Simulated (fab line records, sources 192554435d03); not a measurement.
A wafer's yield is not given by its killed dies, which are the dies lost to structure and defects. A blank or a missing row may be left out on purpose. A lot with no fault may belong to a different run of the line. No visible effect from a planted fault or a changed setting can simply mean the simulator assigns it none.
Problem report in the 8D (eight disciplines) form, filled by code -- flow n5 finfet -- the parts of the form that need people (team, actions taken, sign-off) are left out

1. WHAT WENT WRONG
Mean of barrier field endpoint s at N5_BEOL_M9_CMP_52: 16.2 s across 4 wafers in 3 lots; on wafers with no fault it is 29.2 s (standard deviation 0.72). That puts it -18 standard deviations away from the usual mean.
The step: polishes, stops on SiCOH lowk, t overpolish 7 s, target thk 140 nm.
First observed at day 11 21:13: wafer L991.5, on cmp-01. At this step, 32 wafers from 11 lots have a number in the record. Rule for "out" (also "out of limits"): further than 4 standard deviations from the usual mean. Any other wafer with a number is counted as sound.

2. WHAT IT IS, WHAT IT ISN'T
question,is,is not
which readings at this step,"barrier field endpoint s, time to endpoint s","clearing platen down force psi, motor current A, overpolish run s"
which lots,"L991, L993, L997","L100, L104, L105, L106, L108, L109, L988, L989"
which wafers of those lots,"L991.5, L993.2, L997.2, L997.5","L991.1, L991.6, L993.4, L997.1"
read on which tools,cmp-01,"cmp-02, cmp-03"
when,from day 11 21:13,"up to then (8 sound wafers); but 20 sound wafers of L100, L104, L105, L106, L108, L109, L993, L997 came after"

3. WHAT RULES OUT EACH SUSPECT
Counting: if a tool at a process step up to the reading ran every lot that is out, it stays a suspect. Sound lots after the first of them don't rule it out here, since some wafers of a struck lot are sound.
- cmp-01 at N5_BEOL_M9_CMP_52 (polishes, stops on SiCOH lowk, t overpolish 7 s, target thk 140 nm): kept. It ran every lot that is out, first L991 (day 11 21:13); its last sound lot up to then is L989 (day 11 12:28). Out on those wafers are its own readings of barrier field endpoint s, time to endpoint s.
Left after counting: cmp-01 at N5_BEOL_M9_CMP_52.

4. THE CAUSE (what the simulator had put in)
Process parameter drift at N5_BEOL_M9_CMP_52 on cmp-01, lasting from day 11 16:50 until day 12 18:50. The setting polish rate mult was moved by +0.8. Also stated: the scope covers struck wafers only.
Counting left only this tool.

5. SEQUENCE OF EFFECTS, ordered by route
One row per reading whose mean, taken over the struck wafers that have a number, lies over 3 standard deviations from the usual. Scope: only readings with a usual standard deviation given in the record; hours: median across lots of the time from each lot's start at the first step in this table that gives one to its start at this step; sigmas: change in usual standard deviations.
hours,step,reading,usual,on struck wafers,change,sigmas
0,N5_BEOL_M9_CMP_52,barrier field endpoint s,29.2 s,16.2,-13.0,-18
0,N5_BEOL_M9_CMP_52,time to endpoint s,67.1 s,36.8,-30.3,-10
The process steps in it:
- N5_BEOL_M9_CMP_52: polishes, stops on SiCOH lowk, t overpolish 7 s, target thk 140 nm.
At these later measuring or inspecting steps, every struck wafer for which the step has a row has a number for every such reading, and none has moved that far: N5_BEOL_M10_THK_MEAS_01.

6. HOW IT WOULD HAVE BEEN CAUGHT EARLIER
In this record the first reading out of limits was taken at day 11 21:13, 4 hours after the fault began at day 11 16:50.
